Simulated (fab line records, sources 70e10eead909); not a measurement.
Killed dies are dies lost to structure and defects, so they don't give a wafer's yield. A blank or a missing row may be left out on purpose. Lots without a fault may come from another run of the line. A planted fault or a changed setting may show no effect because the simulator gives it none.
Which tool did it? | flow nand_harc | 13 lots, 39 wafers sampled, at 5 steps of a route of 1159

WHAT THE GAUGES READ, wafer by wafer
NHARC_END_SORT_01. Usual: defect_limited_yield 95.3 %, standard deviation 1.7; killed_at_array 28, standard deviation 11; killed_at_other 0.5, standard deviation 0.85; killed_at_periphery 2.7, standard deviation 1.9; killed_dies 32, standard deviation 12; killed_open 3.3, standard deviation 1.6; killed_short 2.1, standard deviation 1.5; sort_bin_2_pct 1.5 %, standard deviation 0.71; sort_bin_3_pct 0.25 %, standard deviation 0.23; sort_bin_4_pct 3.0 %, standard deviation 1.1; sort_n_pass 645, standard deviation 12; sort_rim_yield_pct 95 %, standard deviation 3.1; sort_yield_pct 95.3 %, standard deviation 1.7.
lot  | measured     | on        | defect_limited_yield (%) | killed_at_array | killed_at_other | killed_at_periphery | killed_dies | killed_open | killed_short | sort_bin_2_pct (%) | sort_bin_3_pct (%) | sort_bin_4_pct (%) | sort_n_pass | sort_rim_yield_pct (%) | sort_yield_pct (%) | flag
L250 | day 23 20:25 | prober-01 | 0 93.5 94.8              | 51 42 32        | 0 0 1           | 626 2 2             | 677 44 35   | 6 4 2       | 2 1 4        | 94.4 2.4 2.2       | 0.30 0.30 0.30     | 5.3 3.8 2.7        | 0 633 642   | 0 92 92                | 0 93.5 94.8        | OFF
L252 | day 24 04:15 | prober-01 | 0 97.8 96.9              | 16 14 18        | 3 0 0           | 658 1 3             | 677 15 21   | 2 3 5       | 3 1 3        | 97.3 0.4 1.0       | 0 0 0.15           | 2.7 1.8 1.9        | 0 662 656   | 0 100 98               | 0 97.8 96.9        | OFF
L253 | day 23 20:22 | prober-02 | 96.0                     | 26              | 0               | 1                   | 27          | 2           | 1            | 1.0                | 0.15               | 2.8                | 650         | 92                     | 96.0               |
L254 | day 24 04:55 | prober-02 | 94.8 0 94.1              | 31 31 37        | 1 0 0           | 3 646 3             | 35 677 40   | 2 4 4       | 0 3 2        | 1.5 96.9 1.5       | 0.15 0.15 0.59     | 3.5 3.0 3.8        | 642 0 637   | 95 0 99                | 94.8 0 94.1        | OFF

WHICH TOOL RAN EACH LOT (tool, then ch and the chambers of the sampled wafers, then the start)
lot  | NHARC_P_M0_PVD_21            | NHARC_A_M1_PVD_20                       | NHARC_A_BONDPAD_DEP_00                     | NHARC_HYBRID_BOND_ACTIVATE_00
L237 | pvd_sputter-03, day 5 23:43  | pvd_sputter-01, day 18 11:14 or earlier | pecvd-04 ch 0,1,2, day 18 11:14            | rie_diel-11 ch 1,2, day 18 15:23
L239 | pvd_sputter-02, day 6 04:31  | pvd_sputter-03, day 18 12:10 or earlier | pecvd-01 ch 0,1,2, day 18 12:10 or earlier | rie_diel-02 ch 1,2, day 18 12:10
L240 | pvd_sputter-01, day 7 01:53  | pvd_sputter-01, day 19 12:01 or earlier | pecvd-04 ch 1,2, day 19 12:01              | rie_diel-11 ch 0,2,3, day 19 16:10
L242 | pvd_sputter-02, day 7 06:46  | pvd_sputter-02, day 18 22:19 or earlier | pecvd-04 ch 0,1,2, day 18 22:19            | rie_diel-06 ch 0,1,2, day 19 02:37
L243 | pvd_sputter-01, day 7 08:01  | pvd_sputter-03, day 19 06:13 or earlier | pecvd-01 ch 0,1,2, day 19 06:13 or earlier | rie_diel-06 ch 0,2,3, day 19 06:13
L245 | pvd_sputter-02, day 7 21:35  | pvd_sputter-02, day 20 09:17 or earlier | pecvd-01 ch 0,2, day 20 09:17              | rie_diel-06 ch 0,1,3, day 20 13:38
L250 | pvd_sputter-01, day 9 22:31  | pvd_sputter-01, day 22 11:31 or earlier | pecvd-04 ch 1,2, day 22 11:31              | rie_diel-11 ch 1,2, day 22 15:34
L252 | pvd_sputter-01, day 10 00:36 | pvd_sputter-03, day 22 17:53 or earlier | pecvd-01 ch 1, day 22 17:53 or earlier     | rie_diel-06 ch 2,3, day 22 17:53
L253 | pvd_sputter-03, day 10 00:59 | pvd_sputter-02, day 22 11:11 or earlier | pecvd-01 ch 0,1, day 22 11:11              | rie_diel-11 ch 0,1,2, day 22 15:17
L254 | pvd_sputter-01, day 10 01:43 | pvd_sputter-02, day 22 16:01 or earlier | pecvd-04 ch 0,1, day 22 16:01              | rie_diel-06 ch 0,3, day 22 20:00
L255 | pvd_sputter-03, day 10 10:50 | pvd_sputter-02, day 22 19:17 or earlier | pecvd-04 ch 0,1, day 22 19:17              | rie_diel-06 ch 0,1,3, day 22 23:20
L258 | pvd_sputter-02, day 10 19:55 | pvd_sputter-01, day 22 22:32 or earlier | pecvd-04 ch 0,2, day 22 22:32              | rie_diel-11 ch 0,1,2, day 23 02:37
L260 | pvd_sputter-03, day 11 23:51 | pvd_sputter-01, day 23 20:54 or earlier | pecvd-02 ch 0,1,2, day 23 20:54            | rie_diel-06 ch 0,1,3, day 24 01:07
- NHARC_P_M0_PVD_21: deposits Cu, target thk 30 nm, time 20.49 s.
- NHARC_A_M1_PVD_20: deposits TaN, target thk 5 nm, time 8.06 s.
- NHARC_A_BONDPAD_DEP_00: deposits SiCN, target thk 250 nm.
- NHARC_HYBRID_BOND_ACTIVATE_00: chemistry N2, time 60 s.

WHAT THE TOOLS THEMSELVES READ (means of the sampled wafers that have a number; where no wafer has one, the mark that the record gives instead)
NHARC_P_M0_PVD_21. Usual: throttle_valve_pct 30.0 %, standard deviation 0.83.
lot  | tool           | throttle_valve_pct (%) | flag
L237 | pvd_sputter-03 | 29.4                   |
L239 | pvd_sputter-02 | 29.7                   |
L240 | pvd_sputter-01 | 30.3                   |
L242 | pvd_sputter-02 | 29.4                   |
L243 | pvd_sputter-01 | 30.1                   |
L245 | pvd_sputter-02 | 29.6                   |
L250 | pvd_sputter-01 | 29.8                   |
L252 | pvd_sputter-01 | 29.2                   |
L253 | pvd_sputter-03 | 30.0                   |
L254 | pvd_sputter-01 | 30.2                   |
L255 | pvd_sputter-03 | 30.4                   |
L258 | pvd_sputter-02 | 29.9                   |
L260 | pvd_sputter-03 | 30.2                   |

NHARC_A_M1_PVD_20. Usual: throttle_valve_pct 30.1 %, standard deviation 0.83.
lot  | tool           | throttle_valve_pct (%) | flag
L237 | pvd_sputter-01 | 29.7                   |
L239 | pvd_sputter-03 | 30.1                   |
L240 | pvd_sputter-01 | 31.1                   |
L242 | pvd_sputter-02 | 29.8                   |
L243 | pvd_sputter-03 | 30.2                   |
L245 | pvd_sputter-02 | 29.7                   |
L250 | pvd_sputter-01 | 31.2                   |
L252 | pvd_sputter-03 | 30.0                   |
L253 | pvd_sputter-02 | 29.6                   |
L254 | pvd_sputter-02 | 29.5                   |
L255 | pvd_sputter-02 | 29.7                   |
L258 | pvd_sputter-01 | 31.0                   |
L260 | pvd_sputter-01 | 29.7                   |

NHARC_A_BONDPAD_DEP_00. Usual: heater_power_w 589 W, standard deviation 68.
lot  | tool     | heater_power_w (W) | flag
L237 | pecvd-04 | 582                |
L239 | pecvd-01 | 655                |
L240 | pecvd-04 | 620                |
L242 | pecvd-04 | 593                |
L243 | pecvd-01 | 616                |
L245 | pecvd-01 | 615                |
L250 | pecvd-04 | 672                |
L252 | pecvd-01 | 467                |
L253 | pecvd-01 | 600                |
L254 | pecvd-04 | 572                |
L255 | pecvd-04 | 563                |
L258 | pecvd-04 | 598                |
L260 | pecvd-02 | 563                |

NHARC_HYBRID_BOND_ACTIVATE_00. Usual: drypump_motor_current_A 6.0 A, standard deviation 0.46; oes_product_au 1.000 a.u., standard deviation 0.0076; rf_vpp_V 64.3 V, standard deviation 0.8; showerhead_plenum_p_Torr 1.79 Torr, standard deviation 0.065.
lot  | tool        | drypump_motor_current_A (A) | oes_product_au (a.u.) | rf_vpp_V (V) | showerhead_plenum_p_Torr (Torr) | flag
L237 | rie_diel-11 | 5.5                         | 1.006                 | 64.5         | 1.81                            |
L239 | rie_diel-02 | 5.5                         | 1.005                 | 64.0         | 1.77                            |
L240 | rie_diel-11 | 5.7                         | 1.001                 | 64.6         | 1.79                            |
L242 | rie_diel-06 | 6.1                         | 0.999                 | 64.5         | 1.79                            |
L243 | rie_diel-06 | 6.2                         | 0.996                 | 65.3         | 1.83                            |
L245 | rie_diel-06 | 6.4                         | 1.000                 | 63.4         | 1.77                            |
L250 | rie_diel-11 | 5.6                         | 0.996                 | 63.2         | 1.79                            |
L252 | rie_diel-06 | 6.0                         | 0.999                 | 64.1         | 1.83                            |
L253 | rie_diel-11 | 5.7                         | 1.005                 | 64.0         | 1.78                            |
L254 | rie_diel-06 | 6.5                         | 1.002                 | 64.0         | 1.83                            |
L255 | rie_diel-06 | 6.4                         | 0.998                 | 64.2         | 1.77                            |
L258 | rie_diel-11 | 5.8                         | 0.999                 | 64.0         | 1.78                            |
L260 | rie_diel-06 | 6.4                         | 0.997                 | 63.8         | 1.77                            |

THE ANSWER, worked out from the rows above alone
Rule: a lot is off if the mean of its wafers that have a number lies more than 3 standard deviations from the usual mean. A lot without any number at a reading at which 4 lots or more have one is off too. The other lots that the step has rows for count as sound. The gauges are gone through in route order, then the tools' own readings, and for those a lot's mean is taken as printed above. The first step at which some lot is off is used, and at that step the reading that is off furthest; a lot without a number counts as furthest.
Off: L250, L252, L254, at NHARC_END_SORT_01 (killed_at_periphery). Neither off nor sound, because the step has no rows for them: L237, L239, L240, L242, L243, L245, L255, L258, L260.
A tool fits if, at a process step before that reading, it ran every lot that is off, and no sound lot after the first of them. The gauges at NHARC_END_SORT_01 are tried like those tools. NHARC_A_M1_PVD_20 gives no start for some lots, so the hours and the order of its lots are those of NHARC_HYBRID_BOND_ACTIVATE_00. NHARC_A_BONDPAD_DEP_00 gives no start for some lots, so the hours and the order of its lots are those of NHARC_HYBRID_BOND_ACTIVATE_00. One fits: pvd_sputter-01 at NHARC_P_M0_PVD_21. It ran no sound lot before its first lot that is off in this sample, so the start can't be narrowed down.

WHAT THE SIMULATOR HAD PUT IN
Process parameter drift: pvd_sputter-01, from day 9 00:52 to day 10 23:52, at NHARC_P_M0_PVD_21. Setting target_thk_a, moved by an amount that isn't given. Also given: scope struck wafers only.
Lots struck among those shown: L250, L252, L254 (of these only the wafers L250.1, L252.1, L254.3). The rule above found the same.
